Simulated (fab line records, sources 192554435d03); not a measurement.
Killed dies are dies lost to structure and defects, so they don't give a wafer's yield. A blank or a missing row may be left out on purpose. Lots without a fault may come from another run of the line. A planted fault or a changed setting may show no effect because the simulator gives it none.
Which tool did it? | flow n5_finfet | 24 lots, 72 wafers sampled, at 5 steps of a route of 1938

WHAT THE GAUGES READ, wafer by wafer
N5_BEOL_M4_INSPECT_13: inspects for defects (brightfield).
lot  | measured     | on                | raw_defect_count
L074 | day 7 10:52  | defect_inspect-01 | 386 454 541
L075 | day 7 20:56  | defect_inspect-01 | 327 442 352
L076 | day 8 03:50  | defect_inspect-01 | 480 406 511
L077 | day 8 15:09  | defect_inspect-02 | 447 237 247
L079 | day 8 19:57  | defect_inspect-01 | 460 279 495
L080 | day 9 00:52  | defect_inspect-02 | 434 461 478
L078 | day 9 04:18  | defect_inspect-02 | 331 362 315
L081 | day 9 12:31  | defect_inspect-01 | 497 421 366
L082 | day 9 13:16  | defect_inspect-02 | 482 476 617
L085 | day 10 05:41 | defect_inspect-02 | 438 342 405
L084 | day 10 12:40 | defect_inspect-02 | 343 337 364
L083 | day 10 17:01 | defect_inspect-01 | 371 313 346
L086 | day 10 21:25 | defect_inspect-01 | 506 421 571
L087 | day 10 18:50 | defect_inspect-01 | 586 455 537
L088 | day 11 08:05 | defect_inspect-01 | 402 372 295
L090 | day 11 09:08 | defect_inspect-02 | 280 377 360
L091 | day 12 01:25 | defect_inspect-02 | 475 308 380
L089 | day 12 04:17 | defect_inspect-02 | 477 574 571
L092 | day 12 04:50 | defect_inspect-02 | 491 498 414
L093 | day 12 05:22 | defect_inspect-01 | 414 426 427
L094 | day 12 14:37 | defect_inspect-02 | 369 420 294
L095 | day 13 01:24 | defect_inspect-01 | 362 363 416
L096 | day 13 15:47 | defect_inspect-02 | 565 535 420
L097 | day 13 17:00 | defect_inspect-01 | 476 365 394

N5_BEOL_M4_INSPECT_30: inspects for defects (brightfield).
lot  | measured     | on                | raw_defect_count
L074 | day 7 11:45  | defect_inspect-01 | 402 475 543
L075 | day 7 21:50  | defect_inspect-01 | 334 430 356
L076 | day 8 04:56  | defect_inspect-02 | 530 421 520
L077 | day 8 16:18  | defect_inspect-02 | 470 231 242
L079 | day 8 21:02  | defect_inspect-01 | 485 303 485
L080 | day 9 01:52  | defect_inspect-02 | 465 472 482
L078 | day 9 05:14  | defect_inspect-02 | 321 354 299
L081 | day 9 13:32  | defect_inspect-02 | 556 434 344
L082 | day 9 14:10  | defect_inspect-01 | 450 483 601
L085 | day 10 06:41 | defect_inspect-01 | 419 328 403
L084 | day 10 13:38 | defect_inspect-02 | 352 339 352
L083 | day 10 17:54 | defect_inspect-01 | 342 323 332
L086 | day 10 23:14 | defect_inspect-01 | 505 441 580
L087 | day 10 20:03 | defect_inspect-01 | 591 410 549
L088 | day 11 09:05 | defect_inspect-02 | 411 378 302
L090 | day 11 10:04 | defect_inspect-02 | 267 410 367
L091 | day 12 02:26 | defect_inspect-01 | 461 298 357
L089 | day 12 05:23 | defect_inspect-02 | 464 598 608
L092 | day 12 05:50 | defect_inspect-01 | 462 468 399
L093 | day 12 06:15 | defect_inspect-01 | 413 427 443
L094 | day 12 17:02 | defect_inspect-02 | 355 428 289
L095 | day 13 02:17 | defect_inspect-02 | 373 395 465
L096 | day 13 16:47 | defect_inspect-02 | 540 555 404
L097 | day 13 17:55 | defect_inspect-01 | 484 330 404

WHICH TOOL RAN EACH LOT (tool, then ch and the chambers of the sampled wafers, then the start)
lot  | N5_BEOL_M3_SPUTTER_86        | N5_BEOL_M3_SPUTTER_94        | N5_BEOL_M3_SPUTTER_96
L074 | pvd_sputter-03, day 7 07:13  | pvd_sputter-03, day 7 08:05  | pvd_sputter-03, day 7 08:19
L075 | pvd_sputter-03, day 7 15:06  | pvd_sputter-03, day 7 15:59  | pvd_sputter-03, day 7 16:12
L076 | pvd_sputter-01, day 8 00:28  | pvd_sputter-01, day 8 01:21  | pvd_sputter-01, day 8 01:34
L077 | pvd_sputter-03, day 8 10:07  | pvd_sputter-03, day 8 11:00  | pvd_sputter-03, day 8 11:13
L079 | pvd_sputter-01, day 8 16:58  | pvd_sputter-01, day 8 17:50  | pvd_sputter-01, day 8 18:04
L080 | pvd_sputter-01, day 8 21:48  | pvd_sputter-01, day 8 22:41  | pvd_sputter-01, day 8 22:54
L078 | pvd_sputter-03, day 9 00:59  | pvd_sputter-03, day 9 01:52  | pvd_sputter-03, day 9 02:05
L081 | pvd_sputter-01, day 9 07:23  | pvd_sputter-01, day 9 08:16  | pvd_sputter-01, day 9 08:29
L082 | pvd_sputter-01, day 9 10:23  | pvd_sputter-01, day 9 11:16  | pvd_sputter-01, day 9 11:29
L085 | pvd_sputter-01, day 10 01:41 | pvd_sputter-01, day 10 02:34 | pvd_sputter-01, day 10 02:47
L084 | pvd_sputter-02, day 10 09:02 | pvd_sputter-02, day 10 09:55 | pvd_sputter-02, day 10 10:08
L083 | pvd_sputter-02, day 10 10:52 | pvd_sputter-02, day 10 11:45 | pvd_sputter-02, day 10 11:58
L086 | pvd_sputter-01, day 10 13:56 | pvd_sputter-01, day 10 17:35 | pvd_sputter-01, day 10 17:49
L087 | pvd_sputter-03, day 10 15:37 | pvd_sputter-03, day 10 16:30 | pvd_sputter-03, day 10 16:43
L088 | pvd_sputter-01, day 11 02:47 | pvd_sputter-01, day 11 03:40 | pvd_sputter-01, day 11 03:53
L090 | pvd_sputter-03, day 11 05:49 | pvd_sputter-03, day 11 06:41 | pvd_sputter-03, day 11 06:55
L091 | pvd_sputter-03, day 11 21:06 | pvd_sputter-03, day 11 21:59 | pvd_sputter-03, day 11 22:12
L089 | pvd_sputter-02, day 11 23:46 | pvd_sputter-02, day 12 00:38 | pvd_sputter-02, day 12 00:52
L092 | pvd_sputter-03, day 12 01:24 | pvd_sputter-03, day 12 02:17 | pvd_sputter-03, day 12 02:30
L093 | pvd_sputter-02, day 12 02:29 | pvd_sputter-02, day 12 03:22 | pvd_sputter-02, day 12 03:35
L094 | pvd_sputter-01, day 12 10:19 | pvd_sputter-01, day 12 11:11 | pvd_sputter-01, day 12 11:25
L095 | pvd_sputter-03, day 12 20:03 | pvd_sputter-03, day 12 20:56 | pvd_sputter-03, day 12 21:09
L096 | pvd_sputter-03, day 13 11:29 | pvd_sputter-03, day 13 12:22 | pvd_sputter-03, day 13 12:35
L097 | pvd_sputter-01, day 13 14:01 | pvd_sputter-01, day 13 14:54 | pvd_sputter-01, day 13 15:07
- N5_BEOL_M3_SPUTTER_86: material Cu, target thk 4.5 nm, time 8.29 s.
- N5_BEOL_M3_SPUTTER_94: material Cu, target thk 4.5 nm, time 8.29 s.
- N5_BEOL_M3_SPUTTER_96: material Cu, target thk 4.5 nm, time 8.29 s.

WHAT THE TOOLS THEMSELVES READ (means of the sampled wafers that have a number; where no wafer has one, the mark that the record gives instead)
N5_BEOL_M3_SPUTTER_86.
lot  | tool           | throttle_valve_pct (%)
L074 | pvd_sputter-03 | 30.2
L075 | pvd_sputter-03 | 30.1
L076 | pvd_sputter-01 | 30.7
L077 | pvd_sputter-03 | 30.0
L079 | pvd_sputter-01 | 30.5
L080 | pvd_sputter-01 | 30.3
L078 | pvd_sputter-03 | 30.1
L081 | pvd_sputter-01 | 30.2
L082 | pvd_sputter-01 | 30.0
L085 | pvd_sputter-01 | 30.2
L084 | pvd_sputter-02 | 30.7
L083 | pvd_sputter-02 | 30.7
L086 | pvd_sputter-01 | 30.6
L087 | pvd_sputter-03 | 30.3
L088 | pvd_sputter-01 | 30.2
L090 | pvd_sputter-03 | 30.1
L091 | pvd_sputter-03 | 30.2
L089 | pvd_sputter-02 | 30.7
L092 | pvd_sputter-03 | 30.0
L093 | pvd_sputter-02 | 30.7
L094 | pvd_sputter-01 | 30.5
L095 | pvd_sputter-03 | 30.1
L096 | pvd_sputter-03 | 30.2
L097 | pvd_sputter-01 | 30.2

N5_BEOL_M3_SPUTTER_94.
lot  | tool           | throttle_valve_pct (%)
L074 | pvd_sputter-03 | 30.3
L075 | pvd_sputter-03 | 30.3
L076 | pvd_sputter-01 | 30.8
L077 | pvd_sputter-03 | 29.7
L079 | pvd_sputter-01 | 30.5
L080 | pvd_sputter-01 | 30.4
L078 | pvd_sputter-03 | 30.2
L081 | pvd_sputter-01 | 30.1
L082 | pvd_sputter-01 | 30.0
L085 | pvd_sputter-01 | 30.3
L084 | pvd_sputter-02 | 30.8
L083 | pvd_sputter-02 | 30.9
L086 | pvd_sputter-01 | 30.7
L087 | pvd_sputter-03 | 30.4
L088 | pvd_sputter-01 | 30.2
L090 | pvd_sputter-03 | 30.1
L091 | pvd_sputter-03 | 29.9
L089 | pvd_sputter-02 | 30.6
L092 | pvd_sputter-03 | 30.1
L093 | pvd_sputter-02 | 30.7
L094 | pvd_sputter-01 | 30.5
L095 | pvd_sputter-03 | 30.0
L096 | pvd_sputter-03 | 30.3
L097 | pvd_sputter-01 | 30.3

N5_BEOL_M3_SPUTTER_96.
lot  | tool           | throttle_valve_pct (%)
L074 | pvd_sputter-03 | 30.0
L075 | pvd_sputter-03 | 30.3
L076 | pvd_sputter-01 | 30.7
L077 | pvd_sputter-03 | 30.1
L079 | pvd_sputter-01 | 30.6
L080 | pvd_sputter-01 | 30.3
L078 | pvd_sputter-03 | 30.2
L081 | pvd_sputter-01 | 30.3
L082 | pvd_sputter-01 | 30.0
L085 | pvd_sputter-01 | 30.2
L084 | pvd_sputter-02 | 30.6
L083 | pvd_sputter-02 | 30.7
L086 | pvd_sputter-01 | 30.5
L087 | pvd_sputter-03 | 30.5
L088 | pvd_sputter-01 | 30.0
L090 | pvd_sputter-03 | 30.1
L091 | pvd_sputter-03 | 30.0
L089 | pvd_sputter-02 | 30.7
L092 | pvd_sputter-03 | 30.0
L093 | pvd_sputter-02 | 30.7
L094 | pvd_sputter-01 | 30.6
L095 | pvd_sputter-03 | 30.1
L096 | pvd_sputter-03 | 30.0
L097 | pvd_sputter-01 | 30.3

THE ANSWER, worked out from the rows above alone
Rule: what is usual is taken from the lots themselves. Put in order of their means at a reading, lots are off if they are a third of the lots or fewer, leave a main group of 4 or more, and stand apart from it by a gap of 3 or more times the standard deviation of the main group's means; of several such gaps the widest counts. A main group whose means are all the same, to the digits that the tables above print for the reading, isn't used. A lot without any number at a reading at which 4 lots or more have one is off too. The other lots that the step has rows for count as sound. The gauges are gone through in route order, then the tools' own readings, and for those a lot's mean is taken as printed above. The first step at which some lot is off is used, and at that step the reading that is off furthest; a lot without a number counts as furthest.
No lot is off at any reading shown: from this, nothing can be told.

WHAT THE SIMULATOR HAD PUT IN
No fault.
